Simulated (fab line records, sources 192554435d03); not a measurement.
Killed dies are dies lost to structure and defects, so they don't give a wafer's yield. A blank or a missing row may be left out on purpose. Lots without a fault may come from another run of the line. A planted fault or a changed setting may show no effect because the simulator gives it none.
Split-lot experiment | flow n5_finfet | 7 lots, 21 wafers read, on a route of 1938 steps

THE SPLIT
At N5_BEOL_M6_ILD_DEP_00 (deposits SiCOH lowk from DEMS/porogen, target thk 179.75 nm, time 33.4 s), the setting time_s was moved away from the recipe's 33.4 s on 7 of the 21 wafers read, by -14.1% to +11.5%. The other wafers ran this setting at the recipe's value.

FROM THE SPLIT TO THE READING: what the file shows between them, 1 step
- N5_BEOL_M6_CURE_74: cures SiCOH lowk, time 240 s

THE READING
M6_ILD_THK, in nm, at N5_BEOL_M6_THK_MEAS_01. Fault-free wafers of this fab line usually give 155.6 nm, standard deviation 2 nm.

wafer  | tool, chamber at the split | time_s as run, s | against the recipe | M6_ILD_THK, nm | against lot-mates on the recipe
L074.3 | pecvd-01, 2                | 33.4             | recipe             | 152.2          | -
L074.4 | pecvd-01, 0                | 33.4             | recipe             | 155.2          | -
L074.6 | pecvd-01, 2                | 33.4             | recipe             | 156.3          | -
L075.3 | pecvd-01, 1                | 31.95            | -4.3%              | 146.2          | -9.0
L075.4 | pecvd-01, 2                | 31.95            | -4.3%              | 149.9          | -5.3
L075.6 | pecvd-01, 0                | 33.4             | recipe             | 155.2          | -
L082.2 | pecvd-01, 0                | 33.4             | recipe             | 155.0          | -
L082.3 | pecvd-01, 1                | 33.4             | recipe             | 155.5          | -
L082.5 | pecvd-01, 2                | 33.4             | recipe             | 155.5          | -
L083.1 | pecvd-01, 1                | 33.4             | recipe             | 152.1          | -
L083.5 | pecvd-01, 0                | 33.4             | recipe             | 157.2          | -
L083.6 | pecvd-01, 2                | 33.4             | recipe             | 158.5          | -
L087.3 | pecvd-01, 2                | 28.68            | -14.1%             | 134.2          | -24.3
L087.4 | pecvd-01, 0                | 33.4             | recipe             | 158.5          | -
L087.6 | pecvd-01, 1                | 28.68            | -14.1%             | 134.9          | -23.6
L092.4 | pecvd-01, 2                | 33.4             | recipe             | 158.4          | -
L092.5 | pecvd-01, 1                | 37.25            | +11.5%             | 175.6          | +17.2
L092.6 | pecvd-01, 0                | 37.25            | +11.5%             | 176.2          | +17.8
L091.2 | pecvd-01, 1                | 33.4             | recipe             | 154.8          | -
L091.4 | pecvd-01, 1                | 35.66            | +6.8%              | 167.4          | +11.6
L091.6 | pecvd-01, 2                | 33.4             | recipe             | 156.8          | -

THE FIT
A straight line over all 21 wafers: M6_ILD_THK changes by +1.62 nm for each +1% of time_s; r = +0.98; the points scatter about the line by 1.9 nm.
The same after taking each lot's own level away (the mean of its wafers on the recipe; 21 wafers): +1.63 nm for each +1%; r = +0.99; scatter 1.6 nm.
On that fit, the largest move of time_s shifts the reading by 23 nm.
The lots' own levels span 154.57 to 158.50 nm, that is 2.0 times the standard deviation above.
So the lot-to-lot level changes the slope little: the two slopes agree.
Check: with one of the wafers moved furthest among these (-14.1%) left out of the fit, the line predicts -22.7 nm for it against its lot-mates. It came out at -24.3 nm against them.

OTHER SPLITS ON THESE WAFERS
These wafers also went through other splits before the reading. Each is held against what the fit with the lots' levels taken away leaves over:
other split on the same wafers    | wafers away from the commonest value | r with M6_ILD_THK (lot level and that fit taken away)
N5_BEOL_M4_EXPOSE_08 dose_mj      | 3                                    | +0.01
N5_BEOL_M4_ETCH_64 bias_w         | 10                                   | +0.02
N5_BEOL_M5_PECVD_70 temp_c        | 5                                    | -0.38
N5_BEOL_M5_HM_DEP_02 target_thk_a | 3                                    | -0.21

THE WHOLE CHAIN: every reading that the file lists as answering this split, in the file's order
step                   | what it does                                                             | reading                                                                                  | change (the file's fit)              | r (the file's)
N5_BEOL_M6_ILD_DEP_00  | deposits SiCOH lowk from DEMS/porogen, target thk 179.75 nm, time 33.4 s | SiCOH_lowk_of_BEOL_M6_ILD_DEP_00.thk_nm (the simulator's own value, which no gauge read) | +1.87 nm for each +1% of the setting | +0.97
N5_BEOL_M6_CURE_74     | cures SiCOH lowk, time 240 s                                             | SiCOH_lowk_of_BEOL_M6_ILD_DEP_00.thk_nm (the simulator's own value, which no gauge read) | +1.63 nm for each +1% of the setting | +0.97
N5_BEOL_M6_THK_MEAS_01 |                                                                          | M6_ILD_THK                                                                               | +1.63 for each +1% of the setting    | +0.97

THE FILE'S OWN FIT
M6_ILD_THK changes by +1.63 nm for each +1% of time_s, r = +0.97.
